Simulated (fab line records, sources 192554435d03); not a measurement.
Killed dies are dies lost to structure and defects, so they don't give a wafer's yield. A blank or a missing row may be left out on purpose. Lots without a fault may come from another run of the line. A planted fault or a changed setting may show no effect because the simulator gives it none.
Split-lot experiment | flow n5_finfet | 7 lots, 21 wafers read, on a route of 1938 steps

THE SPLIT
At N5_BEOL_M8_HM_DEP_02 (deposits TiN, target thk 20 nm), the setting target_thk_a was moved away from the recipe's 200 angstrom on 9 of the 21 wafers read, by -11.2% to +10.5%. The other wafers ran this setting at the recipe's value.

FROM THE SPLIT TO THE READING: what the file shows between them, 9 steps
- N5_BEOL_M8_EXPOSE_08: exposes mask M8 (also split here: dose_mj)
- N5_BEOL_M8_PEB_09: peb time 60 s
- N5_BEOL_M8_DEVELOP_10: develop time 30 s
- N5_BEOL_M8_CD_MEAS_11: target cd 38.5 nm
- N5_BEOL_M8_DESCUM_16: chemistry O2, time 7.9 s
- N5_BEOL_M8_ETCH_61: etches SiARC in CF4, target depth 45.5 nm, time 75.8 s
- N5_BEOL_M8_ETCH_62: etches SOC in N2/H2, target depth 110 nm, overetch 22 nm, time 165 s
- N5_BEOL_M8_STRIP_68: strips in N2/H2
- N5_BEOL_M8_STRIP_67: strips in CF4

THE READING
etch.depth_nm (the simulator's own value, which no gauge read), in nm, at N5_BEOL_M8_HM_OPEN_17 (chemistry Cl2/BCl3, target TiN, target depth 20 nm, overetch 6 nm). The file gives no usual value for it. The 12 wafers here that ran the recipe average 20.03 nm, standard deviation 0.21 nm.

wafer  | tool, chamber at the split | target_thk_a as run, angstrom | against the recipe | etch.depth_nm, nm | against lot-mates on the recipe
L076.3 | pvd_sputter-03, -          | 221                           | +10.5%             | 22.13             | +2.08
L076.4 | pvd_sputter-03, -          | 200                           | recipe             | 19.91             | -
L076.5 | pvd_sputter-03, -          | 200                           | recipe             | 20.18             | -
L079.1 | pvd_sputter-01, -          | 177.7                         | -11.2%             | 17.54             | -2.69
L079.3 | pvd_sputter-01, -          | 200                           | recipe             | 20.23             | -
L079.5 | pvd_sputter-01, -          | 177.7                         | -11.2%             | 17.58             | -2.65
L084.1 | pvd_sputter-01, -          | 200                           | recipe             | 20.11             | -
L084.2 | pvd_sputter-01, -          | 200                           | recipe             | 19.87             | -
L084.4 | pvd_sputter-01, -          | 200                           | recipe             | 20.41             | -
L086.2 | pvd_sputter-03, -          | 200                           | recipe             | 19.75             | -
L086.3 | pvd_sputter-03, -          | 200                           | recipe             | 19.74             | -
L086.6 | pvd_sputter-03, -          | 200                           | recipe             | 20.29             | -
L085.2 | pvd_sputter-03, -          | 178.4                         | -10.8%             | 18.34             | -1.61
L085.3 | pvd_sputter-03, -          | 200                           | recipe             | 20                | -
L085.4 | pvd_sputter-03, -          | 200                           | recipe             | 19.91             | -
L089.1 | pvd_sputter-01, -          | 217.1                         | +8.5%              | 21.7              | no lot-mate on the recipe
L089.3 | pvd_sputter-01, -          | 217.1                         | +8.5%              | 21.65             | no lot-mate on the recipe
L089.5 | pvd_sputter-01, -          | 217.1                         | +8.5%              | 21.53             | no lot-mate on the recipe
L092.1 | pvd_sputter-03, -          | 200                           | recipe             | 19.95             | -
L092.3 | pvd_sputter-03, -          | 218.2                         | +9.1%              | 21.65             | +1.70
L092.4 | pvd_sputter-03, -          | 218.2                         | +9.1%              | 21.73             | +1.78

THE FIT
A straight line over all 21 wafers: etch.depth_nm changes by +0.194 nm for each +1% of target_thk_a; r = +0.99; the points scatter about the line by 0.22 nm.
The same after taking each lot's own level away (the mean of its wafers on the recipe; 18 wafers): +0.203 nm for each +1%; r = +0.98; scatter 0.26 nm.
On that fit, the largest move of target_thk_a shifts the reading by 2.3 nm.
The lots' own levels span 19.927 to 20.230 nm, that is 1.5 times the standard deviation above.
So the lot-to-lot level changes the slope little: the two slopes agree.
Check: with one of the wafers moved furthest among these (-11.2%) left out of the fit, the line predicts -2.17 nm for it against its lot-mates. It came out at -2.69 nm against them.

OTHER SPLITS ON THESE WAFERS
These wafers also went through other splits before the reading. Each is held against what the fit with the lots' levels taken away leaves over:
other split on the same wafers | wafers away from the commonest value | r with etch.depth_nm (lot level and that fit taken away)
N5_BEOL_M6_ETCH_66 bias_w      | 8                                    | +0.11
N5_BEOL_M7_ETCH_66 bias_w      | 9                                    | +0.45
N5_BEOL_M7_ETCH_41 source_w    | 5                                    | +0.09
N5_BEOL_M8_EXPOSE_08 dose_mj   | 8                                    | +0.27

THE WHOLE CHAIN: every reading that the file lists as answering this split, in the file's order
step                  | what it does                                                      | reading                                                                          | change (the file's fit)               | r (the file's)
N5_BEOL_M8_HM_DEP_02  | deposits TiN, target thk 20 nm                                    | TiN_of_BEOL_M8_HM_DEP_02.thk_nm (the simulator's own value, which no gauge read) | +0.193 nm for each +1% of the setting | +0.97
N5_BEOL_M8_HM_OPEN_17 | chemistry Cl2/BCl3, target TiN, target depth 20 nm, overetch 6 nm | etch.depth_nm (the simulator's own value, which no gauge read)                   | +0.196 nm for each +1% of the setting | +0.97

THE FILE'S OWN FIT
etch.depth_nm changes by +0.196 nm for each +1% of target_thk_a, r = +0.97.
